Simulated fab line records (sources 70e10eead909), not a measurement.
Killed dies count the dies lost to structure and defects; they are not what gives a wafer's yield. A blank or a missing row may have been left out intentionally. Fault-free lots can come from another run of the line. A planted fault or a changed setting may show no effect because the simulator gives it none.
fab line records | flow nand-harc
[record] lots = 24 | wafers = 72 | last-day = 33
route steps=1302 shown P_M2@340 P_BONDPAD@376 A_ZERO_WELL@401
lots untouched by any fault: they come from a run of this same line in which no faults occurred
start-h: start of the lot's first displayed wafer, in hours after the record's first day | wait-h: how many hours have passed since the lot's step before this one | " same as the row above | L1.1+2: one row covering several wafers at once | - no value, or no start given | * or withheld: withheld | < > ~ a bound
route shown NAME@n: names a module that has steps shown in the file, with the first one's number in the route | usual: the fault-free wafers' mean and standard deviation | same: alike in all rows | chamber/n: place in a boat | sites: each site's reading | _std_site: how widely they spread, as a standard deviation | _edge_site: mean of outer sites minus mean of inner sites | radius-mm: how far each site lies from the wafer's centre | mask NAME#n: copy n | behind: tool/chamber where the wafer was last shaped | hold: why the lot was held/for how many hours/how that ended | device: whichever transistor did not switch (one of n, p or np) | end of line: tests of these same wafers at the route's end | for a step that has no rows: nothing shown but its recipe | killed: dies lost to structure and defects at the first sort, not the wafer's yield | map: shows each die of a wafer: x if killed, . if not, _ if none is there
set.NAME: the run value of the setting; set.NAME@STEP: its run value at that earlier step | model.NAME: the simulator's own value behind a step, which no gauge read
steps of the route over a sample of lots; a table a step, a row a wafer
services: when a tool's chamber went out of use (start-h, in hours from the record's first day, below 0 if earlier), for how many hours, and the reason
[[steps]]
[step NHARC_P_M2_PVD_20]
[recipe] target-thk-a = 50 | bias-v = 168.6 | power-w = 15000 | chamber-pressure-pa = 0.12 | time-s = 8.06 | substrate-temp-c = 50 | material = TaN
[usual] throttle-valve-pct = 29.5/1
[same] time-s = 8.06
lot.wafer | tool           | chamber | start-h | wait-h | throttle-valve-pct
L075.4    | pvd-sputter-03 | -       | -       | -      | 31.2
L075.3    | "              | -       | "       | "      | 29.6
L075.6    | "              | -       | "       | "      | 31.5
L074.3    | pvd-sputter-01 | -       | -       | -      | 26.8
L074.4    | "              | -       | "       | "      | 29.7
L074.5    | "              | -       | "       | "      | 27.1
L076.2    | pvd-sputter-02 | -       | -       | -      | 27.6
L076.1    | "              | -       | "       | "      | 30.4
L076.5    | "              | -       | "       | "      | 29.1
L077.2    | pvd-sputter-01 | -       | -       | -      | 29.8
L077.4    | "              | -       | "       | "      | 29.4
L077.3    | "              | -       | "       | "      | 27.3
L078.3    | pvd-sputter-01 | -       | -       | -      | 29.6
L078.1    | "              | -       | "       | "      | 26.9
L078.6    | "              | -       | "       | "      | 29.3
L079.3    | pvd-sputter-02 | -       | -       | -      | 27.8
L079.4    | "              | -       | "       | "      | 30.1
L079.1    | "              | -       | "       | "      | 29.5
L080.2    | pvd-sputter-03 | -       | -       | -      | 29.6
L080.4    | "              | -       | "       | "      | 31.4
L080.1    | "              | -       | "       | "      | 29.5
L081.2    | pvd-sputter-03 | -       | -       | -      | 31.3
L081.3    | "              | -       | "       | "      | 29.2
L081.6    | "              | -       | "       | "      | 29.6
L082.3    | pvd-sputter-02 | -       | -       | -      | 30.1
L082.2    | "              | -       | "       | "      | 27.8
L082.5    | "              | -       | "       | "      | 30.3
L083.4    | pvd-sputter-03 | -       | -       | -      | 31.2
L083.3    | "              | -       | "       | "      | 29.2
L083.6    | "              | -       | "       | "      | 29.5
L084.2    | pvd-sputter-03 | -       | -       | -      | 29.4
L084.3    | "              | -       | "       | "      | 29.6
L084.5    | "              | -       | "       | "      | 29.2
L085.2    | pvd-sputter-01 | -       | -       | -      | 28.3
L085.5    | "              | -       | "       | "      | 28.2
L085.6    | "              | -       | "       | "      | 30.4
L086.1    | pvd-sputter-02 | -       | -       | -      | 29.9
L086.2    | "              | -       | "       | "      | 29.5
L086.6    | "              | -       | "       | "      | 27.8
L087.1    | pvd-sputter-03 | -       | -       | -      | 31.0
L087.4    | "              | -       | "       | "      | 29.4
L087.5    | "              | -       | "       | "      | 29.5
L088.3    | pvd-sputter-01 | -       | -       | -      | 29.1
L088.2    | "              | -       | "       | "      | 29.8
L088.6    | "              | -       | "       | "      | 29.0
L089.4    | pvd-sputter-02 | -       | -       | -      | 30.2
L089.6    | "              | -       | "       | "      | 30.8
L089.5    | "              | -       | "       | "      | 27.7
L090.1    | pvd-sputter-01 | -       | -       | -      | 29.0
L090.3    | "              | -       | "       | "      | 29.7
L090.5    | "              | -       | "       | "      | 28.0
L091.1    | pvd-sputter-03 | -       | -       | -      | 29.3
L091.6    | "              | -       | "       | "      | 31.4
L091.5    | "              | -       | "       | "      | 29.5
L092.2    | pvd-sputter-02 | -       | -       | -      | 30.2
L092.6    | "              | -       | "       | "      | 30.1
L092.5    | "              | -       | "       | "      | 28.5
L093.2    | pvd-sputter-03 | -       | -       | -      | 29.3
L093.1    | "              | -       | "       | "      | 29.6
L093.5    | "              | -       | "       | "      | 29.6
L094.2    | pvd-sputter-01 | -       | -       | -      | 30.3
L094.5    | "              | -       | "       | "      | 28.1
L094.6    | "              | -       | "       | "      | 30.2
L095.4    | pvd-sputter-02 | -       | -       | -      | 28.3
L095.1    | "              | -       | "       | "      | 30.5
L095.2    | "              | -       | "       | "      | 30.5
L096.2    | pvd-sputter-01 | -       | -       | -      | 29.7
L096.4    | "              | -       | "       | "      | 29.0
L096.6    | "              | -       | "       | "      | 29.7
L097.4    | pvd-sputter-01 | -       | -       | -      | 29.6
L097.3    | "              | -       | "       | "      | 28.2
L097.5    | "              | -       | "       | "      | 30.6
[step NHARC_P_M2_CMP_23]
[recipe] t-overpolish-s = 20 | target-thk-nm = 144.3
[usual] motor-current-A = 12.8/1.3 | time-to-endpoint-s = 29/3.2
lot.wafer | tool   | chamber | start-h | wait-h | motor-current-A | time-to-endpoint-s
L075.4    | cmp-01 | 3       | 137.13  | -      | 14.6            | 30
L075.3    | "      | 0       | "       | "      | 12.6            | 30
L075.6    | "      | 1       | "       | "      | 14.9            | 28
L074.3    | cmp-01 | 1       | 138.27  | -      | 15.8            | 28
L074.4    | "      | 3       | "       | "      | 14.4            | 31
L074.5    | "      | 2       | "       | "      | 12.8            | 31
L076.1    | cmp-01 | 2       | 151.63  | -      | 12.9            | 29
L076.2    | "      | 1       | "       | "      | 14.9            | 26
L076.5    | "      | 3       | "       | "      | 13.4            | 33
L077.4    | cmp-02 | 3       | 165.22  | -      | 11.6            | 30
L077.3    | "      | 0       | "       | "      | 11.6            | 33
L077.2    | "      | 1       | "       | "      | 13.5            | 28
L078.1    | cmp-02 | 3       | 174.41  | -      | 11.4            | 27
L078.3    | "      | 0       | "       | "      | 11.6            | 33
L078.6    | "      | 2       | "       | "      | 11.6            | 29
L079.3    | cmp-02 | 2       | 184.93  | -      | 11.5            | 25
L079.1    | "      | 0       | "       | "      | 11.5            | 29
L079.4    | "      | 1       | "       | "      | 12.6            | 25
L080.1    | cmp-04 | 1       | 197.70  | -      | 12.2            | 25
L080.4    | "      | 2       | "       | "      | 14.1            | 34
L080.2    | "      | 3       | "       | "      | 12.4            | 29
L081.3    | cmp-01 | 1       | 206.58  | -      | 15.4            | 31
L081.2    | "      | 2       | "       | "      | 13.0            | 31
L081.6    | "      | 0       | "       | "      | 13.8            | 31
L082.3    | cmp-01 | 0       | 216.49  | -      | 13.1            | 34
L082.2    | "      | 2       | "       | "      | 13.3            | 31
L082.5    | "      | 3       | "       | "      | 14.7            | 33
L083.4    | cmp-02 | 1       | 221.16  | -      | 12.9            | 22
L083.3    | "      | 2       | "       | "      | 11.6            | 28
L083.6    | "      | 0       | "       | "      | 11.9            | 28
L084.3    | cmp-02 | 0       | 230.19  | -      | 11.1            | 27
L084.2    | "      | 2       | "       | "      | 11.1            | 23
L084.5    | "      | 0       | "       | "      | 12.1            | 27
L085.2    | cmp-01 | 3       | 244.50  | -      | 14.1            | 31
L085.6    | "      | 2       | "       | "      | 13.7            | 32
L085.5    | "      | 3       | "       | "      | 14.5            | 33
L086.2    | cmp-01 | 1       | 255.48  | -      | 15.5            | 32
L086.1    | "      | 0       | "       | "      | 13.5            | 35
L086.6    | "      | 2       | "       | "      | 12.9            | 31
L087.1    | cmp-02 | 0       | 258.94  | -      | 12.0            | 31
L087.4    | "      | 1       | "       | "      | 12.9            | 28
L087.5    | "      | 0       | "       | "      | 11.9            | 32
L088.2    | cmp-02 | 3       | 282.40  | -      | 11.9            | 24
L088.3    | "      | 0       | "       | "      | 11.6            | 29
L088.6    | "      | 3       | "       | "      | 11.0            | 22
L089.4    | cmp-04 | 0       | 283.21  | -      | 12.1            | 33
L089.6    | "      | 3       | "       | "      | 11.7            | 28
L089.5    | "      | 0       | "       | "      | 12.0            | 35
L090.1    | cmp-04 | 2       | 298.66  | -      | 14.6            | 31
L090.3    | "      | 3       | "       | "      | 12.1            | 31
L090.5    | "      | 2       | "       | "      | 13.8            | 29
L091.1    | cmp-04 | 3       | 306.60  | -      | 11.5            | 33
L091.6    | "      | 1       | "       | "      | 11.5            | 28
L091.5    | "      | 2       | "       | "      | 13.7            | 33
L092.2    | cmp-04 | 3       | 312.26  | -      | 11.6            | 30
L092.6    | "      | 0       | "       | "      | 12.0            | 31
L092.5    | "      | 1       | "       | "      | 12.0            | 27
L093.2    | cmp-04 | 0       | 324.31  | -      | 11.6            | 32
L093.1    | "      | 1       | "       | "      | 11.3            | 26
L093.5    | "      | 3       | "       | "      | 12.4            | 30
L094.2    | cmp-01 | 3       | 339.96  | -      | 13.8            | 30
L094.6    | "      | 1       | "       | "      | 14.5            | 30
L094.5    | "      | 2       | "       | "      | 13.9            | 30
L095.1    | cmp-04 | 2       | 340.23  | -      | 14.3            | 25
L095.2    | "      | 3       | "       | "      | 12.2            | 30
L095.4    | "      | 0       | "       | "      | 11.5            | 29
L096.2    | cmp-04 | 2       | 349.27  | -      | 14.4            | 31
L096.4    | "      | 0       | "       | "      | 11.7            | 33
L096.6    | "      | 2       | "       | "      | 14.1            | 30
L097.4    | cmp-04 | 3       | 358.19  | -      | 11.8            | 31
L097.3    | "      | 1       | "       | "      | 11.8            | 28
L097.5    | "      | 3       | "       | "      | 11.7            | 32
[step NHARC_P_M2_INSPECT_27]
[usual] raw-defect-count = 311/130
lot.wafer | tool              | chamber | start-h | wait-h | raw-defect-count
L075.3    | defect-inspect-02 | -       | 137.54  | 0.0    | 329
L075.4    | "                 | -       | "       | "      | 294
L075.6    | "                 | -       | "       | "      | 249
L074.3    | defect-inspect-01 | -       | 138.74  | 0.0    | 282
L074.4    | "                 | -       | "       | "      | 278
L074.5    | "                 | -       | "       | "      | 139
L076.1    | defect-inspect-02 | -       | 152.12  | 0.0    | 464
L076.2    | "                 | -       | "       | "      | 204
L076.5    | "                 | -       | "       | "      | 228
L077.2    | defect-inspect-01 | -       | 165.69  | 0.0    | 180
L077.3    | "                 | -       | "       | "      | 281
L077.4    | "                 | -       | "       | "      | 240
L078.1    | defect-inspect-01 | -       | 174.86  | 0.0    | 286
L078.3    | "                 | -       | "       | "      | 203
L078.6    | "                 | -       | "       | "      | 186
L079.1    | defect-inspect-01 | -       | 185.39  | 0.0    | 349
L079.3    | "                 | -       | "       | "      | 376
L079.4    | "                 | -       | "       | "      | 606
L080.1    | defect-inspect-01 | -       | 198.15  | 0.0    | 242
L080.2    | "                 | -       | "       | "      | 242
L080.4    | "                 | -       | "       | "      | 270
L081.2    | defect-inspect-01 | -       | 206.99  | 0.0    | 460
L081.3    | "                 | -       | "       | "      | 294
L081.6    | "                 | -       | "       | "      | 371
L082.2    | defect-inspect-01 | -       | 216.93  | 0.0    | 188
L082.3    | "                 | -       | "       | "      | 283
L082.5    | "                 | -       | "       | "      | 342
L083.3    | defect-inspect-01 | -       | 221.57  | 0.0    | 166
L083.4    | "                 | -       | "       | "      | 306
L083.6    | "                 | -       | "       | "      | 373
L084.2    | defect-inspect-01 | -       | 230.66  | 0.0    | 388
L084.3    | "                 | -       | "       | "      | 264
L084.5    | "                 | -       | "       | "      | 297
L085.2    | defect-inspect-02 | -       | 244.94  | 0.0    | 273
L085.5    | "                 | -       | "       | "      | 216
L085.6    | "                 | -       | "       | "      | 233
L086.1    | defect-inspect-02 | -       | 255.94  | 0.0    | 512
L086.2    | "                 | -       | "       | "      | 414
L086.6    | "                 | -       | "       | "      | 486
L087.1    | defect-inspect-01 | -       | 259.41  | 0.0    | 164
L087.4    | "                 | -       | "       | "      | 189
L087.5    | "                 | -       | "       | "      | 213
L088.2    | defect-inspect-02 | -       | 282.87  | 0.0    | 214
L088.3    | "                 | -       | "       | "      | 184
L088.6    | "                 | -       | "       | "      | 136
L089.4    | defect-inspect-02 | -       | 283.66  | 0.0    | 324
L089.5    | "                 | -       | "       | "      | 826
L089.6    | "                 | -       | "       | "      | 309
L090.1    | defect-inspect-01 | -       | 299.12  | 0.0    | 219
L090.3    | "                 | -       | "       | "      | 337
L090.5    | "                 | -       | "       | "      | 199
L091.1    | defect-inspect-01 | -       | 307.02  | 0.0    | 200
L091.5    | "                 | -       | "       | "      | 216
L091.6    | "                 | -       | "       | "      | 185
L092.2    | defect-inspect-02 | -       | 312.66  | 0.0    | 430
L092.5    | "                 | -       | "       | "      | 547
L092.6    | "                 | -       | "       | "      | 859
L093.1    | defect-inspect-01 | -       | 324.76  | 0.0    | 468
L093.2    | "                 | -       | "       | "      | 346
L093.5    | "                 | -       | "       | "      | 533
L094.2    | defect-inspect-02 | -       | 340.37  | 0.0    | 298
L094.5    | "                 | -       | "       | "      | 193
L094.6    | "                 | -       | "       | "      | 143
L095.1    | defect-inspect-02 | -       | 340.68  | 0.0    | 346
L095.2    | "                 | -       | "       | "      | 612
L095.4    | "                 | -       | "       | "      | 372
L096.2    | defect-inspect-02 | -       | 349.75  | 0.0    | 205
L096.4    | "                 | -       | "       | "      | 221
L096.6    | "                 | -       | "       | "      | 242
L097.3    | defect-inspect-01 | -       | 358.66  | 0.0    | 209
L097.4    | "                 | -       | "       | "      | 280
L097.5    | "                 | -       | "       | "      | 303
[step NHARC_P_M2_PRE_CLEAN_32]
[recipe] time-s = 12 | temp-c = 370 | rf-power-w = 300 | gas = NH3
[usual] heater-power-w = 651/80 | rf-fwd-power-W = 292.5/0.92
[same] time-s = 12
lot.wafer | tool     | chamber | start-h | wait-h | heater-power-w | rf-fwd-power-W
L075.3    | pecvd-03 | 1       | 137.61  | 0.1    | 671            | 293.0
L075.4    | "        | 1       | "       | "      | 659            | 292.9
L075.6    | "        | 0       | "       | "      | 657            | 292.1
L074.3    | pecvd-04 | 0       | 138.80  | 0.1    | 514            | 292.9
L074.5    | "        | 0       | "       | "      | 519            | 292.6
L074.4    | "        | 2       | "       | "      | 694            | 291.2
L076.2    | pecvd-03 | 2       | 152.19  | 0.1    | 644            | 291.8
L076.1    | "        | 1       | "       | "      | 754            | 293.2
L076.5    | "        | 1       | "       | "      | 757            | 291.9
L077.2    | pecvd-01 | 0       | 165.76  | 0.1    | 797            | 291.6
L077.3    | "        | 1       | "       | "      | 550            | 292.7
L077.4    | "        | 1       | "       | "      | 552            | 292.9
L078.3    | pecvd-03 | 1       | 174.92  | 0.1    | 667            | 292.8
L078.1    | "        | 0       | "       | "      | 689            | 291.8
L078.6    | "        | 0       | "       | "      | 683            | 291.4
L079.3    | pecvd-04 | 1       | 185.46  | 0.1    | 498            | 292.7
L079.1    | "        | 2       | "       | "      | 677            | 293.0
L079.4    | "        | 0       | "       | "      | 529            | 292.4
L080.1    | pecvd-01 | 1       | 198.27  | 0.1    | 572            | 293.0
L080.2    | "        | 2       | "       | "      | 652            | 293.1
L080.4    | "        | 0       | "       | "      | 789            | 291.9
L081.2    | pecvd-01 | 0       | 207.06  | 0.1    | 740            | 293.4
L081.3    | "        | 2       | "       | "      | 655            | 293.1
L081.6    | "        | 2       | "       | "      | 678            | 292.1
L082.2    | pecvd-01 | 1       | 217.02  | 0.1    | 650            | 293.4
L082.3    | "        | 2       | "       | "      | 585            | 292.8
L082.5    | "        | 0       | "       | "      | 692            | 292.2
L083.3    | pecvd-01 | 1       | 221.65  | 0.1    | 538            | 293.5
L083.6    | "        | 1       | "       | "      | 534            | 293.0
L083.4    | "        | 2       | "       | "      | 643            | 292.5
L084.2    | pecvd-01 | 0       | 230.74  | 0.1    | 699            | 293.0
L084.3    | "        | 1       | "       | "      | 579            | 291.7
L084.5    | "        | 0       | "       | "      | 709            | 293.0
L085.2    | pecvd-03 | 2       | 245.02  | 0.1    | 731            | 294.7
L085.5    | "        | 1       | "       | "      | 698            | 292.6
L085.6    | "        | 0       | "       | "      | 580            | 292.4
L086.1    | pecvd-04 | 2       | 256.01  | 0.1    | 724            | 291.5
L086.2    | "        | 1       | "       | "      | 513            | 290.2
L086.6    | "        | 1       | "       | "      | 518            | 293.3
L087.1    | pecvd-01 | 0       | 259.49  | 0.1    | 767            | 292.8
L087.4    | "        | 0       | "       | "      | 773            | 292.9
L087.5    | "        | 1       | "       | "      | 630            | 292.3
L088.3    | pecvd-01 | 0       | 282.94  | 0.1    | 737            | 290.7
L088.2    | "        | 1       | "       | "      | 637            | 291.9
L088.6    | "        | 1       | "       | "      | 632            | 293.5
L089.4    | pecvd-04 | 0       | 283.76  | 0.1    | 583            | 292.6
L089.6    | "        | 0       | "       | "      | 595            | 292.8
L089.5    | "        | 2       | "       | "      | 800            | 292.2
L090.3    | pecvd-01 | 2       | 299.19  | 0.1    | 654            | 290.9
L090.1    | "        | 1       | "       | "      | 606            | 295.2
L090.5    | "        | 1       | "       | "      | 605            | 293.9
L091.1    | pecvd-03 | 1       | 307.08  | 0.1    | 695            | 291.3
L091.5    | "        | 1       | "       | "      | 682            | 291.6
L091.6    | "        | 0       | "       | "      | 667            | 292.8
L092.2    | pecvd-03 | 2       | 312.75  | 0.1    | 712            | 291.0
L092.5    | "        | 0       | "       | "      | 699            | 292.6
L092.6    | "        | 1       | "       | "      | 670            | 292.0
L093.1    | pecvd-01 | 1       | 324.84  | 0.1    | 630            | 292.0
L093.2    | "        | 2       | "       | "      | 624            | 293.6
L093.5    | "        | 1       | "       | "      | 608            | 292.7
L094.2    | pecvd-01 | 1       | 340.47  | 0.1    | 535            | 290.6
L094.6    | "        | 2       | "       | "      | 625            | 292.8
L094.5    | "        | 1       | "       | "      | 517            | 293.0
L095.1    | pecvd-03 | 2       | 340.77  | 0.1    | 683            | 291.8
L095.2    | "        | 0       | "       | "      | 645            | 292.7
L095.4    | "        | 0       | "       | "      | 651            | 291.3
L096.2    | pecvd-03 | 0       | 349.84  | 0.1    | 694            | 292.6
L096.6    | "        | 1       | "       | "      | 641            | 292.6
L096.4    | "        | 0       | "       | "      | 676            | 292.4
L097.3    | pecvd-04 | 0       | 358.74  | 0.1    | 594            | 292.1
L097.4    | "        | 2       | "       | "      | 852            | 292.6
L097.5    | "        | 1       | "       | "      | 417            | 292.3
[step NHARC_P_BONDPAD_PVD_17]
[recipe] target-thk-a = 50 | bias-v = 168.6 | power-w = 15000 | chamber-pressure-pa = 0.12 | time-s = 8.06 | substrate-temp-c = 50 | material = TaN
[usual] throttle-valve-pct = 29.4/1
[same] time-s = 8.06
lot.wafer | tool           | chamber | start-h | wait-h | throttle-valve-pct
L075.3    | pvd-sputter-02 | -       | -       | -      | 30.3
L075.4    | "              | -       | "       | "      | 30.0
L075.6    | "              | -       | "       | "      | 30.7
L074.4    | pvd-sputter-02 | -       | -       | -      | 30.6
L074.3    | "              | -       | "       | "      | 29.4
L074.5    | "              | -       | "       | "      | 30.4
L076.2    | pvd-sputter-03 | -       | -       | -      | 29.3
L076.1    | "              | -       | "       | "      | 28.6
L076.5    | "              | -       | "       | "      | 29.2
L077.2    | pvd-sputter-02 | -       | -       | -      | 30.7
L077.4    | "              | -       | "       | "      | 27.7
L077.3    | "              | -       | "       | "      | 29.7
L078.1    | pvd-sputter-01 | -       | -       | -      | 29.6
L078.3    | "              | -       | "       | "      | 28.5
L078.6    | "              | -       | "       | "      | 29.7
L079.1    | pvd-sputter-01 | -       | -       | -      | 27.0
L079.3    | "              | -       | "       | "      | 29.4
L079.4    | "              | -       | "       | "      | 29.3
L080.2    | pvd-sputter-02 | -       | -       | -      | 27.8
L080.4    | "              | -       | "       | "      | 30.1
L080.1    | "              | -       | "       | "      | 30.8
L081.3    | pvd-sputter-01 | -       | -       | -      | 29.0
L081.2    | "              | -       | "       | "      | 29.6
L081.6    | "              | -       | "       | "      | 27.3
L082.3    | pvd-sputter-01 | -       | -       | -      | 29.6
L082.2    | "              | -       | "       | "      | 27.1
L082.5    | "              | -       | "       | "      | 29.6
L083.3    | pvd-sputter-01 | -       | -       | -      | 27.1
L083.4    | "              | -       | "       | "      | 29.4
L083.6    | "              | -       | "       | "      | 28.5
L084.2    | pvd-sputter-03 | -       | -       | -      | 31.1
L084.3    | "              | -       | "       | "      | 29.8
L084.5    | "              | -       | "       | "      | 29.8
L085.2    | pvd-sputter-02 | -       | -       | -      | 27.7
L085.6    | "              | -       | "       | "      | 30.0
L085.5    | "              | -       | "       | "      | 29.3
L086.2    | pvd-sputter-01 | -       | -       | -      | 30.3
L086.1    | "              | -       | "       | "      | 29.6
L086.6    | "              | -       | "       | "      | 28.2
L087.4    | pvd-sputter-02 | -       | -       | -      | 30.6
L087.1    | "              | -       | "       | "      | 29.5
L087.5    | "              | -       | "       | "      | 27.6
L088.2    | pvd-sputter-01 | -       | -       | -      | 29.7
L088.3    | "              | -       | "       | "      | 29.0
L088.6    | "              | -       | "       | "      | 29.7
L089.4    | pvd-sputter-03 | -       | -       | -      | 29.7
L089.6    | "              | -       | "       | "      | 29.5
L089.5    | "              | -       | "       | "      | 29.5
L090.1    | pvd-sputter-01 | -       | -       | -      | 29.2
L090.3    | "              | -       | "       | "      | 30.1
L090.5    | "              | -       | "       | "      | 28.9
L091.1    | pvd-sputter-03 | -       | -       | -      | 29.5
L091.6    | "              | -       | "       | "      | 29.3
L091.5    | "              | -       | "       | "      | 29.5
L092.2    | pvd-sputter-03 | -       | -       | -      | 29.8
L092.6    | "              | -       | "       | "      | 29.4
L092.5    | "              | -       | "       | "      | 29.5
L093.1    | pvd-sputter-03 | -       | -       | -      | 29.5
L093.2    | "              | -       | "       | "      | 29.6
L093.5    | "              | -       | "       | "      | 29.5
L094.2    | pvd-sputter-01 | -       | -       | -      | 29.4
L094.6    | "              | -       | "       | "      | 29.5
L094.5    | "              | -       | "       | "      | 28.9
L095.4    | pvd-sputter-03 | -       | -       | -      | 31.2
L095.2    | "              | -       | "       | "      | 29.6
L095.1    | "              | -       | "       | "      | 29.4
L096.4    | pvd-sputter-01 | -       | -       | -      | 29.5
L096.2    | "              | -       | "       | "      | 29.3
L096.6    | "              | -       | "       | "      | 30.1
L097.3    | pvd-sputter-02 | -       | -       | -      | 29.8
L097.4    | "              | -       | "       | "      | 28.1
L097.5    | "              | -       | "       | "      | 30.1
[step NHARC_A_ZERO_WELL_CD_MEAS_10]
[recipe] target-cd-nm = 2000 | landing-energy-ev = 500
[usual] cd-nm = 1999.8/2.8
lot.wafer | tool      | chamber | start-h | wait-h | cd-nm
L075.3    | cd-sem-01 | 0       | 143.52  | -      | 1999.2
L075.4    | "         | 0       | "       | "      | 1999.5
L075.6    | "         | 0       | "       | "      | 2005.1
L074.3    | cd-sem-01 | 0       | 144.89  | -      | 1993.8
L074.4    | "         | 0       | "       | "      | 1996.3
L074.5    | "         | 0       | "       | "      | 1996.3
L076.1    | cd-sem-01 | 0       | 157.96  | -      | 1998.4
L076.2    | "         | 0       | "       | "      | 1998.1
L076.5    | "         | 0       | "       | "      | 1999.5
L077.2    | cd-sem-03 | 0       | 171.41  | -      | 1997.9
L077.3    | "         | 0       | "       | "      | 2003.8
L077.4    | "         | 0       | "       | "      | 1998.4
L078.1    | cd-sem-03 | 0       | 180.72  | -      | 2002.2
L078.3    | "         | 0       | "       | "      | 2000.5
L078.6    | "         | 0       | "       | "      | 2003.2
L079.1    | cd-sem-03 | 0       | 191.50  | -      | 1997.9
L079.3    | "         | 0       | "       | "      | 2002.1
L079.4    | "         | 0       | "       | "      | 2002.2
L080.1    | cd-sem-03 | 0       | 204.13  | -      | 1998.9
L080.2    | "         | 0       | "       | "      | 2001.2
L080.4    | "         | 0       | "       | "      | 2000.2
L081.2    | cd-sem-01 | 0       | 212.90  | -      | 2003.2
L081.3    | "         | 0       | "       | "      | 2001.2
L081.6    | "         | 0       | "       | "      | 2004.9
L082.2    | cd-sem-01 | 0       | 222.65  | -      | 1996.9
L082.3    | "         | 0       | "       | "      | 1998.7
L082.5    | "         | 0       | "       | "      | 2002.6
L083.3    | cd-sem-01 | 0       | 227.30  | -      | 2000.7
L083.4    | "         | 0       | "       | "      | 1999.2
L083.6    | "         | 0       | "       | "      | 2004.0
L084.2    | cd-sem-02 | 0       | 236.43  | -      | 1998.5
L084.3    | "         | 0       | "       | "      | 1996.4
L084.5    | "         | 0       | "       | "      | 1999.6
L085.2    | cd-sem-01 | 0       | 250.69  | -      | 1998.4
L085.5    | "         | 0       | "       | "      | 2000.9
L085.6    | "         | 0       | "       | "      | 1997.0
L086.1    | cd-sem-03 | 0       | 262.01  | -      | 1998.1
L086.2    | "         | 0       | "       | "      | 2003.6
L086.6    | "         | 0       | "       | "      | 1994.8
L087.1    | cd-sem-02 | 0       | 265.01  | -      | 1992.5
L087.4    | "         | 0       | "       | "      | 1996.6
L087.5    | "         | 0       | "       | "      | 2000.8
L088.2    | cd-sem-02 | 0       | 288.50  | -      | 2000.2
L088.3    | "         | 0       | "       | "      | 1999.6
L088.6    | "         | 0       | "       | "      | 1998.8
L089.4    | cd-sem-02 | 0       | 289.69  | -      | 1998.5
L089.5    | "         | 0       | "       | "      | 1999.3
L089.6    | "         | 0       | "       | "      | 1997.4
L090.1    | cd-sem-02 | 0       | 304.93  | -      | 1999.0
L090.3    | "         | 0       | "       | "      | 1995.6
L090.5    | "         | 0       | "       | "      | 2002.2
L091.1    | cd-sem-03 | 0       | 312.86  | -      | 2002.3
L091.5    | "         | 0       | "       | "      | 1996.5
L091.6    | "         | 0       | "       | "      | 1997.7
L092.2    | cd-sem-02 | 0       | 318.39  | -      | 2000.2
L092.5    | "         | 0       | "       | "      | 2004.8
L092.6    | "         | 0       | "       | "      | 2002.4
L093.1    | cd-sem-01 | 0       | 330.62  | -      | 2002.7
L093.2    | "         | 0       | "       | "      | 2006.4
L093.5    | "         | 0       | "       | "      | 2002.4
L094.2    | cd-sem-01 | 0       | 346.23  | -      | 2002.0
L094.5    | "         | 0       | "       | "      | 2000.9
L094.6    | "         | 0       | "       | "      | 1999.5
L095.1    | cd-sem-01 | 0       | 346.59  | -      | 2003.6
L095.2    | "         | 0       | "       | "      | 2006.7
L095.4    | "         | 0       | "       | "      | 2002.9
L096.2    | cd-sem-02 | 0       | 355.46  | -      | 1997.2
L096.4    | "         | 0       | "       | "      | 1998.4
L096.6    | "         | 0       | "       | "      | 2003.3
L097.3    | cd-sem-02 | 0       | 364.40  | -      | 1998.3
L097.4    | "         | 0       | "       | "      | 1999.0
L097.5    | "         | 0       | "       | "      | 2001.6
[[services]]
tool           | chamber | start-h | hours | kind
pvd-sputter-02 | -       | 117.84  | 10.0  | pm
pecvd-01       | -       | 130.56  | 13.0  | pm
cmp-02         | -       | 134.61  | 4.0   | pm
pvd-sputter-03 | -       | 170.03  | 10.0  | pm
pecvd-03       | 1       | 175.72  | 4.2   | repair
pvd-sputter-03 | -       | 180.82  | 9.6   | repair
pecvd-03       | -       | 185.06  | 13.0  | pm
pvd-sputter-02 | -       | 186.20  | 3.7   | repair
cmp-01         | -       | 187.13  | 4.0   | pm
pvd-sputter-03 | -       | 209.24  | 1.8   | repair
cmp-04         | -       | 209.29  | 4.0   | pm
pvd-sputter-03 | -       | 223.73  | 0.8   | repair
pvd-sputter-02 | -       | 225.85  | 12.0  | repair
pvd-sputter-01 | -       | 226.03  | 10.0  | pm
cmp-01         | -       | 232.62  | 2.8   | repair
pecvd-03       | -       | 242.20  | 1.4   | repair
cmp-01         | -       | 285.13  | 4.0   | pm
pvd-sputter-02 | -       | 295.84  | 10.0  | pm
cmp-04         | -       | 301.90  | 3.3   | repair
cmp-04         | -       | 307.29  | 4.0   | pm
pecvd-01       | -       | 311.56  | 13.0  | pm
pvd-sputter-01 | -       | 322.53  | 0.6   | repair
pvd-sputter-03 | -       | 348.03  | 10.0  | pm
cmp-01         | -       | 352.65  | 3.9   | repair
[[key]]
fault none
